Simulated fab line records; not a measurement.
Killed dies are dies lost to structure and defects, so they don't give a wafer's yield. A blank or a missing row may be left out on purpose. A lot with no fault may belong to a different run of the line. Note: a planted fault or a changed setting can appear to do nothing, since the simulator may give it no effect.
Matching of chambers | flow n5-finfet | 4 sister chambers for N5_STI_FIN_REVEAL_ALD_00 on ald-sin-03
The step deposits SiO2, target thk 1 nm, pulse time 1 s. 16 wafers are shown with their chamber, then 8 later ones without.

WAFERS, EACH WITH ITS CHAMBER
wafer  | chamber | heater-power-w (W) | precursor-pulse-height-rel
L076.2 | 2       | 426                | 0.978
L076.3 | 0       | 517                | 0.997
L076.6 | 3       | 454                | 0.997
L079.1 | 1       | 415                | 0.961
L079.3 | 3       | 462                | 1.010
L079.5 | 0       | 509                | 1.036
L081.1 | 2       | 431                | 1.032
L081.3 | 1       | 392                | 0.989
L081.6 | 2       | 428                | 1.015
L084.1 | 2       | 434                | 0.983
L084.2 | 0       | 500                | 0.986
L084.5 | 1       | 409                | 0.971
L086.1 | 0       | 523                | 0.976
L086.2 | 3       | 462                | 0.995
L086.5 | 0       | 511                | 1.008
L089.2 | 2       | 432                | 0.996

SIGNATURES (means of the wafers above)
reading                    | chamber 0 | chamber 1 | chamber 2 | chamber 3 | scatter within a chamber
heater-power-w             | 512.00    | 405.33    | 430.20    | 459.33    | 7.46
precursor-pulse-height-rel | 1.00060   | 0.97367   | 1.00080   | 1.00067   | 0.0198
Rule: for each reading, subtract the chamber's mean from the wafer's reading, divide by that reading's scatter and square the result; add these up over the readings and take the root, which gives the wafer's distance from the chamber. If the next closest chamber is less than 2 further off than the closest, the wafer can't be placed; otherwise it belongs to the closest. How the scatter is found: for the shown wafers, subtract from each reading the mean of its chamber, square and add these, divide the total by (wafers less chambers), then take the root.

WAFERS WITH NO CHAMBER GIVEN
wafer  | heater-power-w (W) | precursor-pulse-height-rel
L089.4 | 431                | 1.003
L089.6 | 454                | 0.979
L092.1 | 404                | 1.026
L092.2 | 461                | 1.017
L092.4 | 421                | 1.003
L096.1 | 435                | 1.025
L096.4 | 403                | 1.021
L096.5 | 418                | 0.990

WHICH CHAMBER EACH ONE RAN IN
wafer  | from the rows above     | in truth
L089.4 | 2                       | 2
L089.6 | 3                       | 3
L092.1 | can't be placed: 1 or 2 | 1
L092.2 | 3                       | 3
L092.4 | can't be placed: 2 or 1 | 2
L096.1 | 2                       | 2
L096.4 | can't be placed: 1 or 2 | 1
L096.5 | can't be placed: 2 or 1 | 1
4 of 8 placed correctly. Unplaceable from these rows: 4, with the true chamber sitting among the candidates in 4. Number placed wrongly: 0.
